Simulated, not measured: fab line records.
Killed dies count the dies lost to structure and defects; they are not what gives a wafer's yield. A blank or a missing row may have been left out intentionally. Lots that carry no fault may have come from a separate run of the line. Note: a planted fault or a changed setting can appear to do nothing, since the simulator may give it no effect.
The tool behind it: which one? ; flow nand-harc ; 6 lots with 18 wafers sampled at 5 steps, on a route of 1159 steps

## WHAT THE GAUGES READ, wafer by wafer
NHARC_A_M1_THK_MEAS_24: measures by xrf.
lot;measured;on;thk-nm (nm)
L190;day 18 03:25;film-metro-01;151.5 152.0 154.3
L197;day 20 02:42;film-metro-02;29.5 30.1 29.1
L203;day 21 03:25;film-metro-02;152.9 154.3 152.9
L204;day 22 00:32;film-metro-01;154.6 154.2 151.5
L208;day 22 20:50;film-metro-01;153.2 155.4 155.6
L211;day 23 07:00;film-metro-01;154.3 151.2 151.5

## TOOL THAT RAN EACH LOT (tool first, then ch and the chambers of the sampled wafers, then the start)
lot;NHARC_A_M1_DEGAS_29;NHARC_A_M1_PRE_CLEAN_30;NHARC_A_M1_ECD_22;NHARC_A_M1_CMP_23
L190;pvd-sputter-01, day 18 01:56;pvd-sputter-01, day 18 02:16 or earlier;ecd-cu-01 ch 0,1, day 18 02:16;cmp-02 ch 1,2, day 18 03:07
L197;pvd-sputter-02, day 20 01:14;pvd-sputter-02, day 20 01:35 or earlier;ecd-cu-02 ch 0,1, day 20 01:35;cmp-04 ch 0,3, day 20 02:23
L203;pvd-sputter-01, day 21 01:54;pvd-sputter-01, day 21 02:25 or earlier;ecd-cu-02 ch 1, day 21 02:25;cmp-03 ch 0,2, day 21 03:08
L204;pvd-sputter-02, day 21 23:06;pvd-sputter-02, day 21 23:34 or earlier;ecd-cu-01 ch 0,1, day 21 23:34;cmp-02 ch 0,2, day 22 00:13
L208;pvd-sputter-02, day 22 19:26;pvd-sputter-02, day 22 19:47 or earlier;ecd-cu-01 ch 0,1, day 22 19:47;cmp-04 ch 1,2, day 22 20:31
L211;pvd-sputter-03, day 23 05:35;pvd-sputter-03, day 23 05:57 or earlier;ecd-cu-01 ch 0,1, day 23 05:57;cmp-02 ch 1,2,3, day 23 06:41
- NHARC_A_M1_DEGAS_29: time 60 s.
- NHARC_A_M1_PRE_CLEAN_30: time 30 s.
- NHARC_A_M1_ECD_22: material Cu, target thk 400 nm.
- NHARC_A_M1_CMP_23: polishes, t overpolish 20 s, target thk 154.34 nm.

## THE ANSWER, worked out from the rows above alone
Rule: usual is defined by the lots themselves. Put in order of their means at a reading, lots are off if they are a third of the lots or fewer, leave a main group of 4 or more, and stand apart from it by a gap of 3 or more times the standard deviation of the main group's means; of several such gaps the widest counts. Not used: any main group whose means are identical at the precision the tables above print for the reading. Also off: a lot with no number at a reading for which 4 or more lots have one. Any other lot the step has rows for is counted as sound.
Off at NHARC_A_M1_THK_MEAS_24 (thk-nm): L197. Mean 153.3 nm and standard deviation 0.84 in the main group.
A tool fits if, at a process step before that reading, it ran every lot that is off, and no sound lot after the first of them. The gauges at NHARC_A_M1_THK_MEAS_24 are tried like those tools. NHARC_A_M1_PRE_CLEAN_30 gives no start for some lots, so the hours and the order of its lots are those of NHARC_A_M1_ECD_22. Of those tried, none fits.

## WHAT HAD BEEN PUT IN BY THE SIMULATOR
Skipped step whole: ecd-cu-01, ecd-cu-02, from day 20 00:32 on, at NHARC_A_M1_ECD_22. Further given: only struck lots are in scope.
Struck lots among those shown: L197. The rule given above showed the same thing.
